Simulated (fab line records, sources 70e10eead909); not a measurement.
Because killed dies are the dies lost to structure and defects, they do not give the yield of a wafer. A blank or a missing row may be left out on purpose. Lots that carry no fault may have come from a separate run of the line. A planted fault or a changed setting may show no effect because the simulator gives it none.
The tool behind it: which one?	flow nand_harc	24 lots with 72 wafers sampled at 5 steps, on a route of 1302 steps

## WHAT EACH GAUGE READ, for each wafer
NHARC_A_SLIT_OVL_MEAS_10.
lot	measured	on	overlay_x_nm (nm)	overlay_y_nm (nm)
L074	day 19 10:18	overlay-02	0.7 0.5 0.6	-1.8 -2.0 -1.8
L075	day 20 12:40	overlay-01	0.2 -0.3 -0.8	0.7 0.6 0.5
L076	day 20 13:35	overlay-02	0.1 0.4 0.2	-1.1 -0.9 -0.9
L077	day 20 22:37	overlay-01	1.0 0.7 0.0	0.3 0.2 0.2
L078	day 21 11:26	overlay-02	2.0 1.5 1.6	-0.8 -0.7 -0.3
L079	day 22 04:04	overlay-01	0.0 -0.4 0.2	0.2 -0.2 -0.4
L080	day 22 09:12	overlay-01	-1.3 -0.4 -0.9	-0.8 -0.4 0.1
L081	day 23 01:25	overlay-02	0.5 0.9 1.1	-0.9 -1.1 -1.0
L082	day 23 01:14	overlay-01	0.7 1.0 1.2	-0.1 -0.4 0.4
L083	day 23 20:05	overlay-01	-0.3 -1.0 0.2	-0.8 0.0 -1.0
L085	day 24 09:08	overlay-02	0.1 -0.2 0.3	-0.9 -0.5 -0.3
L084	day 24 08:05	overlay-02	-0.8 -0.8 -0.8	0.1 0.5 0.6
L086	day 24 11:47	overlay-01	1.2 0.8 1.0	-1.1 -0.8 -1.1
L087	day 25 04:42	overlay-02	1.5 1.9 1.8	1.3 1.1 1.3
L088	day 25 18:01	overlay-02	0.7 0.2 0.6	0.2 -0.2 -0.1
L089	day 26 00:57	overlay-01	1.0 1.5 0.6	-0.2 0.1 0.2
L090	day 26 02:36	overlay-02	1.3 1.1 1.4	1.2 1.2 1.4
L091	day 27 14:28	overlay-01	0.0 -0.1 0.2	-1.9 -1.4 -1.7
L092	day 27 14:17	overlay-02	-1.7 -1.8 -1.6	0.2 -0.1 0.1
L093	day 28 02:04	overlay-02	0.9 0.6 1.5	0.0 -0.2 -0.2
L094	day 28 06:20	overlay-02	-1.4 -1.6 -1.1	-0.9 -1.0 -0.7
L095	day 28 23:59	overlay-02	1.5 1.4 1.7	1.1 1.0 0.8
L097	day 29 12:27	overlay-02	-1.3 -1.4 -1.3	-1.1 -0.2 -0.9
L096	day 29 11:53	overlay-02	0.7 0.6 0.8	1.4 1.4 1.0

NHARC_A_SLIT_CD_MEAS_21.
lot	measured	on	cd_nm (nm)
L074	day 19 16:58	cd_sem-02	289.6 291.2 290.0
L075	day 20 19:00	cd_sem-03	288.2 288.6 288.0
L076	day 20 22:38	cd_sem-03	290.3 288.9 290.0
L077	day 21 05:33	cd_sem-01	287.7 288.3 287.6
L078	day 21 17:54	cd_sem-03	289.4 289.7 290.6
L079	day 22 10:31	cd_sem-03	288.9 288.7 289.2
L080	day 22 18:25	cd_sem-02	290.7 288.9 289.6
L081	day 23 08:30	cd_sem-01	289.8 289.2 289.7
L082	day 23 07:50	cd_sem-03	288.9 289.5 288.2
L083	day 24 02:31	cd_sem-03	289.0 288.8 288.4
L085	day 24 15:32	cd_sem-01	289.2 288.4 288.6
L084	day 24 14:25	cd_sem-02	287.0 287.1 289.2
L086	day 24 19:22	cd_sem-01	290.3 289.2 289.9
L087	day 25 11:05	cd_sem-03	289.6 288.4 288.2
L088	day 26 01:03	cd_sem-02	290.3 289.6 289.9
L089	day 26 07:30	cd_sem-02	290.6 289.1 290.0
L090	day 26 10:15	cd_sem-03	288.8 289.6 289.1
L091	day 28 00:47	cd_sem-02	288.1 287.5 288.7
L092	day 28 00:08	cd_sem-01	289.5 290.1 290.5
L093	day 28 08:31	cd_sem-02	290.0 290.5 289.9
L094	day 28 12:46	cd_sem-03	290.2 289.2 291.2
L095	day 29 06:20	cd_sem-03	290.4 289.4 291.0
L097	day 29 19:07	cd_sem-02	288.4 290.1 288.5
L096	day 29 18:25	cd_sem-03	291.0 289.9 289.5

## TOOL THAT RAN EACH LOT (tool first, then ch and the chambers of the sampled wafers, then the start)
lot	NHARC_A_STAIRCASE_DEP_471	NHARC_A_SGD_CUT_ETCH_15	NHARC_A_SLIT_DEP_25
L074	pecvd-04 ch 0,2, day 18 16:29	rie_diel-09 ch 0,1, day 19 01:19 or earlier	pecvd-01 ch 0,1,2, day 19 01:19
L075	pecvd-02 ch 1,2, day 19 19:53	rie_diel-09 ch 0,2,3, day 20 07:23 or earlier	pecvd-01 ch 0,2, day 20 07:23
L076	pecvd-03 ch 0,1, day 19 19:59	rie_diel-11 ch 0,1,3, day 20 07:28 or earlier	pecvd-03 ch 0,1, day 20 07:28
L077	pecvd-04 ch 1,2, day 20 08:31	rie_diel-11 ch 1,3, day 20 16:51 or earlier	pecvd-01 ch 0,1, day 20 16:51
L078	pecvd-02 ch 0,2, day 20 18:47	rie_diel-09 ch 0,1,3, day 21 03:46 or earlier	pecvd-01 ch 0,1,2, day 21 03:46
L079	pecvd-02 ch 0,1,2, day 21 14:09	rie_diel-10 ch 1,2,3, day 21 22:11 or earlier	pecvd-03 ch 0,1,2, day 21 22:11
L080	pecvd-03 ch 0,1, day 21 19:42	rie_diel-10 ch 1,3, day 22 04:29 or earlier	pecvd-01 ch 0,1, day 22 04:29
L081	pecvd-04 ch 1,2, day 22 10:43	rie_diel-11 ch 0,1, day 22 19:14 or earlier	pecvd-03 ch 0,1,2, day 22 19:14
L082	pecvd-02 ch 0,1,2, day 22 11:01	rie_diel-09 ch 0,2,3, day 22 19:09 or earlier	pecvd-04 ch 0,1,2, day 22 19:09
L083	pecvd-04 ch 0,2, day 23 07:12	rie_diel-10 ch 1,3, day 23 15:21 or earlier	pecvd-01 ch 1,2, day 23 15:21
L085	pecvd-04 ch 0,2, day 23 18:47	rie_diel-10 ch 0,1,3, day 24 03:08 or earlier	pecvd-04 ch 0,2, day 24 03:08
L084	pecvd-03 ch 0,2, day 23 19:13	rie_diel-11 ch 0,2,3, day 24 03:10 or earlier	pecvd-01 ch 0,1,2, day 24 03:10
L086	pecvd-02 ch 0,1,2, day 23 21:26	rie_diel-09 ch 0,1,2, day 24 03:26 or earlier	pecvd-01 ch 0,1, day 24 03:26
L087	pecvd-02 ch 0,1,2, day 24 13:56	rie_diel-10 ch 0,1, day 24 23:50 or earlier	pecvd-01 ch 0,2, day 24 23:50
L088	pecvd-02 ch 0,1,2, day 25 01:58	rie_diel-10 ch 0,2,3, day 25 13:22 or earlier	pecvd-01 ch 0,1,2, day 25 13:22
L089	pecvd-04 ch 0,1,2, day 25 10:07	rie_diel-10 ch 0,1,3, day 25 18:31 or earlier	pecvd-04 ch 0,1, day 25 18:31
L090	pecvd-04 ch 1,2, day 25 13:11	rie_diel-11 ch 0,1, day 25 18:42 or earlier	pecvd-03 ch 0,1, day 25 18:42
L091	pecvd-02 ch 1,2, day 27 00:50	rie_diel-11 ch 0,1,3, day 27 09:23 or earlier	pecvd-01 ch 0,2, day 27 09:23
L092	pecvd-03 ch 0,1,2, day 27 00:52	rie_diel-09 ch 1,2,3, day 27 09:10 or earlier	pecvd-01 ch 0,1,2, day 27 09:10
L093	pecvd-02 ch 0,2, day 27 12:31	rie_diel-11 ch 0,1, day 27 21:10 or earlier	pecvd-01 ch 1,2, day 27 21:10
L094	pecvd-02 ch 0,1, day 27 16:59	rie_diel-09 ch 0,1,2, day 28 01:31 or earlier	pecvd-04 ch 0,1,2, day 28 01:31
L095	pecvd-02 ch 0,1,2, day 28 11:02	rie_diel-11 ch 0,2, day 28 19:10 or earlier	pecvd-01 ch 0,1,2, day 28 19:10
L097	pecvd-02 ch 1,2, day 28 18:52	rie_diel-11 ch 1,3, day 29 07:04 or earlier	pecvd-03 ch 1,2, day 29 07:04
L096	pecvd-04 ch 0,1, day 28 19:07	rie_diel-10 ch 0,1,3, day 29 07:00 or earlier	pecvd-04 ch 1,2, day 29 07:00
- NHARC_A_STAIRCASE_DEP_471: deposits SiO2, target thk 100 nm.
- NHARC_A_SGD_CUT_ETCH_15: etches the open film in CH3F/O2, target depth 75 nm, time 64.3 s.
- NHARC_A_SLIT_DEP_25: deposits SiO2, target thk 200 nm.

## AS READ BY THE TOOLS THEMSELVES (means over the sampled wafers that have a number; for cases with no such wafer, the mark the record gives instead)
NHARC_A_STAIRCASE_DEP_471.
lot	tool	heater_power_outer_w (W)	heater_power_w (W)	throttle_valve_pct (%)
L074	pecvd-04	316	568	17.0
L075	pecvd-02	238	481	15.5
L076	pecvd-03	296	542	15.8
L077	pecvd-04	343	560	16.3
L078	pecvd-02	286	505	15.4
L079	pecvd-02	315	578	15.5
L080	pecvd-03	300	551	15.9
L081	pecvd-04	336	550	16.0
L082	pecvd-02	296	551	15.3
L083	pecvd-04	376	630	16.1
L085	pecvd-04	360	645	16.6
L084	pecvd-03	293	497	16.4
L086	pecvd-02	293	552	15.4
L087	pecvd-02	295	538	15.6
L088	pecvd-02	281	533	15.5
L089	pecvd-04	348	601	16.6
L090	pecvd-04	369	597	16.5
L091	pecvd-02	267	529	15.4
L092	pecvd-03	331	561	16.4
L093	pecvd-02	294	536	15.7
L094	pecvd-02	310	549	15.0
L095	pecvd-02	306	566	15.0
L097	pecvd-02	319	599	15.5
L096	pecvd-04	241	496	17.1

NHARC_A_SGD_CUT_ETCH_15.
lot	tool	chamber_pressure_mTorr (mTorr)	drypump_motor_current_A (A)	oes_product_au (a.u.)	rf_vpp_V (V)	showerhead_plenum_p_Torr (Torr)	throttle_valve_pct (%)
L074	rie_diel-09	25.016	5.46	0.975	263.6	2.44	20.657
L075	rie_diel-09	24.981	5.77	0.967	264.3	2.50	20.671
L076	rie_diel-11	24.996	5.76	0.977	264.0	2.44	20.665
L077	rie_diel-11	25.024	5.89	0.973	262.7	2.41	20.663
L078	rie_diel-09	25.003	5.64	0.930	264.4	2.44	20.662
L079	rie_diel-10	24.994	5.49	0.968	262.8	2.38	20.663
L080	rie_diel-10	24.987	5.53	0.926	262.2	2.37	20.670
L081	rie_diel-11	24.996	5.60	0.932	265.8	2.53	20.661
L082	rie_diel-09	24.979	5.76	0.974	263.3	2.50	20.661
L083	rie_diel-10	24.998	5.31	0.973	262.1	2.36	20.662
L085	rie_diel-10	25.035	5.36	0.976	263.5	2.42	20.666
L084	rie_diel-11	24.978	5.63	0.963	262.7	2.38	20.673
L086	rie_diel-09	25.028	5.66	0.972	263.6	2.42	20.660
L087	rie_diel-10	25.009	5.14	0.980	263.2	2.41	20.664
L088	rie_diel-10	25.006	5.52	0.930	263.8	2.44	20.666
L089	rie_diel-10	24.985	5.36	0.968	263.7	2.41	20.673
L090	rie_diel-11	24.999	5.59	0.935	264.4	2.47	20.658
L091	rie_diel-11	24.992	5.75	0.977	263.2	2.44	20.661
L092	rie_diel-09	24.995	5.84	0.962	263.1	2.43	20.664
L093	rie_diel-11	25.009	5.59	0.986	264.4	2.53	20.660
L094	rie_diel-09	24.990	5.65	0.947	263.0	2.42	20.664
L095	rie_diel-11	24.989	5.50	0.965	262.9	2.41	20.661
L097	rie_diel-11	24.999	5.73	0.931	264.7	2.50	20.657
L096	rie_diel-10	25.006	5.38	0.959	262.8	2.41	20.674

NHARC_A_SLIT_DEP_25.
lot	tool	heater_power_outer_w (W)	heater_power_w (W)	throttle_valve_pct (%)
L074	pecvd-01	286	563	16.9
L075	pecvd-01	264	559	17.4
L076	pecvd-03	303	537	15.8
L077	pecvd-01	306	591	16.5
L078	pecvd-01	277	545	17.0
L079	pecvd-03	308	531	16.2
L080	pecvd-01	333	609	16.3
L081	pecvd-03	277	496	16.0
L082	pecvd-04	333	570	16.4
L083	pecvd-01	264	501	16.4
L085	pecvd-04	307	582	16.7
L084	pecvd-01	302	568	16.6
L086	pecvd-01	316	610	16.7
L087	pecvd-01	289	553	16.8
L088	pecvd-01	276	540	16.6
L089	pecvd-04	351	606	16.6
L090	pecvd-03	300	547	16.0
L091	pecvd-01	277	523	16.9
L092	pecvd-01	276	542	16.6
L093	pecvd-01	294	546	16.4
L094	pecvd-04	312	554	16.7
L095	pecvd-01	325	598	16.8
L097	pecvd-03	373	624	16.8
L096	pecvd-04	337	573	16.2

## THE ANSWER, worked out from the rows above alone
Rule: usual is defined by the lots themselves. Put in order of their means at a reading, lots are off if they are a third of the lots or fewer, leave a main group of 4 or more, and stand apart from it by a gap of 3 or more times the standard deviation of the main group's means; of several such gaps the widest counts. If all means in a main group match to the digits the tables above print for the reading, that group is not used. Also off: a lot with no number at a reading for which 4 or more lots have one. Any other lot the step has rows for is counted as sound. Order of review: gauges by route order, followed by the tools' own readings, for which a lot's mean as printed above is used. At the first step where some lot is off, the reading lying furthest off is the one used; lots without a number count as furthest.
Nothing can be told from this: no lot is off at any reading shown.

## WHAT WAS PUT IN BY THE SIMULATOR
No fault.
